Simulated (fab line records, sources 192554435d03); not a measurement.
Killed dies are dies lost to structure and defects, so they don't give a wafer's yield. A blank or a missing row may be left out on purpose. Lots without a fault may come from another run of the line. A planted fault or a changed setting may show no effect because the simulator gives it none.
Split-lot experiment | flow n5_finfet | 7 lots, 39 wafers read, on a route of 1938 steps

THE SPLIT
At N5_BEOL_M12_TRENCH_ETCH_34 (etches SiOC in C4F8/O2/Ar, target depth 318.95 nm, time 125.5 s), the setting time_s was moved away from the recipe's 125.5 s on 12 of the 39 wafers read, by -50.5% to +30.8%. The other wafers ran this setting at the recipe's value.

FROM THE SPLIT TO THE READING: what the file shows between them, 10 steps
- N5_BEOL_M12_STRIP_70: strips in C4F8/O2/Ar
- N5_BEOL_M12_OCD_MEAS_35
- N5_BEOL_M12_STRIP_37: strips in N2/H2
- N5_BEOL_M12_ETCH_38: etches SiCN in CF4/N2, target depth 68.7 nm, time 73.4 s
- N5_BEOL_M12_ECD_47: material Cu, target thk 720 nm
- N5_BEOL_M12_ANNEAL_48: time 90 s
- N5_BEOL_M12_CMP_49: polishes, stops on SiOC, t overpolish 20.6 s, target thk 320 nm
- N5_BEOL_M12_THK_MEAS_50: measures by xrf
- N5_BEOL_M12_PRE_CLEAN_52: time 15 s
- N5_BEOL_M12_DEP_53: deposits SiCN from 3MS/NH3, target thk 30 nm, time 10.5 s

THE READING
M12_RS, in ohm/sq, at N5_BEOL_M12_RS_MEAS_54 (measures by four-point-probe). Fault-free wafers of this fab line usually give 0.0596 ohm/sq, standard deviation 0.00093 ohm/sq.

wafer  | tool, chamber at the split | time_s as run, s | against the recipe | M12_RS, ohm/sq | against lot-mates on the recipe
L083.1 | rie_diel-02, 0             | 62.17            | -50.5%             | 0.1212         | +0.0626
L083.2 | rie_diel-02, 2             | 62.17            | -50.5%             | 0.1247         | +0.0661
L083.3 | rie_diel-02, 1             | 62.17            | -50.5%             | 0.1249         | +0.0663
L083.4 | rie_diel-02, 3             | 125.5            | recipe             | 0.0586         | -
L083.5 | rie_diel-02, 2             | 125.5            | recipe             | 0.0590         | -
L083.6 | rie_diel-02, 3             | 125.5            | recipe             | 0.0582         | -
L082.1 | rie_diel-06, 1             | 125.5            | recipe             | 0.0588         | -
L082.2 | rie_diel-06, 0             | 125.5            | recipe             | 0.0597         | -
L082.3 | rie_diel-06, 2             | 125.5            | recipe             | 0.0608         | -
L082.4 | rie_diel-06, 3             | 125.5            | recipe             | 0.0586         | -
L082.5 | rie_diel-06, 1             | 125.5            | recipe             | 0.0587         | -
L082.6 | rie_diel-06, 0             | 125.5            | recipe             | 0.0593         | -
L093.1 | rie_diel-06, 3             | 125.5            | recipe             | 0.0591         | -
L093.2 | rie_diel-06, 2             | 125.5            | recipe             | 0.0598         | -
L093.3 | rie_diel-06, 0             | 125.5            | recipe             | 0.0600         | -
L093.4 | rie_diel-06, 1             | 125.5            | recipe             | 0.0590         | -
L093.5 | rie_diel-06, 2             | 125.5            | recipe             | 0.0596         | -
L093.6 | rie_diel-06, 3             | 125.5            | recipe             | 0.0597         | -
L095.2 | rie_diel-02, 0             | 125.5            | recipe             | 0.0597         | -
L095.3 | rie_diel-02, 2             | 125.5            | recipe             | 0.0586         | -
L095.4 | rie_diel-02, 3             | 125.5            | recipe             | 0.0587         | -
L094.1 | rie_diel-01, 3             | 164.2            | +30.8%             | 0.0457         | -0.0149
L094.2 | rie_diel-01, 0             | 125.5            | recipe             | 0.0593         | -
L094.3 | rie_diel-01, 2             | 164.2            | +30.8%             | 0.0460         | -0.0146
L094.4 | rie_diel-01, 1             | 125.5            | recipe             | 0.0618         | -
L094.5 | rie_diel-01, 0             | 164.2            | +30.8%             | 0.0446         | -0.0160
L094.6 | rie_diel-01, 1             | 125.5            | recipe             | 0.0608         | -
L096.1 | rie_diel-01, 1             | 151.6            | +20.8%             | 0.0499         | -0.0099
L096.2 | rie_diel-01, 2             | 151.6            | +20.8%             | 0.0496         | -0.0102
L096.3 | rie_diel-01, 3             | 151.6            | +20.8%             | 0.0486         | -0.0112
L096.4 | rie_diel-01, 0             | 125.5            | recipe             | 0.0592         | -
L096.5 | rie_diel-01, 2             | 125.5            | recipe             | 0.0601         | -
L096.6 | rie_diel-01, 3             | 125.5            | recipe             | 0.0602         | -
L097.1 | rie_diel-01, 3             | 125.5            | recipe             | 0.0609         | -
L097.2 | rie_diel-01, 1             | 68.16            | -45.7%             | 0.1174         | +0.0572
L097.3 | rie_diel-01, 2             | 125.5            | recipe             | 0.0605         | -
L097.4 | rie_diel-01, 0             | 68.16            | -45.7%             | 0.1128         | +0.0526
L097.5 | rie_diel-01, 1             | 68.16            | -45.7%             | 0.1155         | +0.0553
L097.6 | rie_diel-01, 0             | 125.5            | recipe             | 0.0591         | -

THE FIT
A straight line over all 39 wafers: M12_RS changes by -0.00104 ohm/sq for each +1% of time_s; r = -0.96; the points scatter about the line by 0.0063 ohm/sq.
The same after taking each lot's own level away (the mean of its wafers on the recipe; 39 wafers): -0.00105 ohm/sq for each +1%; r = -0.97; scatter 0.0061 ohm/sq.
On that fit, the largest move of time_s shifts the reading by 0.053 ohm/sq.
The lots' own levels span 0.05860 to 0.06063 ohm/sq, that is 2.2 times the standard deviation above.
So the lot-to-lot level changes the slope little: the two slopes agree.
Check: with one of the wafers moved furthest among these (-50.5%) left out of the fit, the line predicts +0.0556 ohm/sq for it against its lot-mates. It came out at +0.0626 ohm/sq against them.

OTHER SPLITS ON THESE WAFERS
These wafers also went through other splits before the reading. Each is held against what the fit with the lots' levels taken away leaves over:
other split on the same wafers | wafers away from the commonest value | r with M12_RS (lot level and that fit taken away)
N5_BEOL_M9_ILD_DEP_00 time_s   | 6                                    | -0.21

THE WHOLE CHAIN: every reading that the file lists as answering this split, in the file's order
step                       | what it does                                                    | reading                                                                       | change (the file's fit)              | r (the file's)
N5_BEOL_M12_TRENCH_ETCH_34 | etches SiOC in C4F8/O2/Ar, target depth 318.95 nm, time 125.5 s | etch.depth_nm (the simulator's own value, which no gauge read)                | +3.23 nm for each +1% of the setting | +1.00
N5_BEOL_M12_OCD_MEAS_35    |                                                                 | trench_depth_nm                                                               | +3.23 nm for each +1% of the setting | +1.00
N5_BEOL_M12_CMP_49         | polishes, stops on SiOC, t overpolish 20.6 s, target thk 320 nm | Cu_of_BEOL_M12_ECD_47.thk_nm (the simulator's own value, which no gauge read) | +3.24 nm for each +1% of the setting | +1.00
N5_BEOL_M12_THK_MEAS_50    | measures by xrf                                                 | M12_THK                                                                       | +3.17 for each +1% of the setting    | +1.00
N5_BEOL_M12_RS_MEAS_54     | measures by four-point-probe                                    | M12_RS                                                                        | -0.00108 for each +1% of the setting | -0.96

THE FILE'S OWN FIT
M12_RS changes by -0.00108 ohm/sq for each +1% of time_s, r = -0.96.
